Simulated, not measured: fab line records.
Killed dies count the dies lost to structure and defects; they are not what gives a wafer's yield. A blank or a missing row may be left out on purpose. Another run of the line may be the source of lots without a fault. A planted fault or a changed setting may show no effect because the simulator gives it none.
Chamber matching ; flow n5-finfet ; rie-si-05 running N5_FIN_SAQP_FIN_ETCH_36: 4 sister chambers
The step etches the open film in HBr/Cl2/O2, target depth 120 nm, time 50.4 s. 4 wafers are shown with their chamber, then 12 later ones without.

WAFERS PAIRED WITH THEIR CHAMBERS
wafer;chamber;throttle-valve-pct (%)
L088.4;0;36.06
L090.1;2;36.00
L090.3;3;35.80
L090.4;1;35.66

WAFERS WITH NO CHAMBER GIVEN
wafer;throttle-valve-pct (%)
L091.2;35.65
L091.5;36.01
L091.6;35.66
L092.1;36.04
L092.2;36.00
L092.4;36.04
L093.1;36.03
L093.3;36.03
L093.4;35.68
L095.3;36.04
L095.4;36.01
L095.6;35.80

WHICH CHAMBER EACH ONE RAN IN
wafer;from the rows above;in truth
L091.2;1;1
L091.5;2;2
L091.6;1;1
L092.1;can't be placed: 0 or 2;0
L092.2;2;2
L092.4;can't be placed: 0 or 2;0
L093.1;can't be placed: 0 or 2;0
L093.3;can't be placed: 0 or 2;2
L093.4;1;1
L095.3;can't be placed: 0 or 2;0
L095.4;2;2
L095.6;3;3
Correctly placed: 7 of 12. Not placeable from these rows: 5 (in 5, the candidates include the true chamber). Wrongly placed: 0.
How it was worked out, from the rows above alone: a wafer's distance from a chamber is the root of the sum, over the readings, of the square of ((its reading less the chamber's mean) divided by the reading's scatter). If the next closest chamber is less than 2 further off than the closest, the wafer can't be placed; otherwise it belongs to the closest. The mean given for a chamber averages the wafers shown for that chamber. The scatter: root of mean squared gap, hidden wafer to nearest shown wafer, with one shown wafer a chamber.
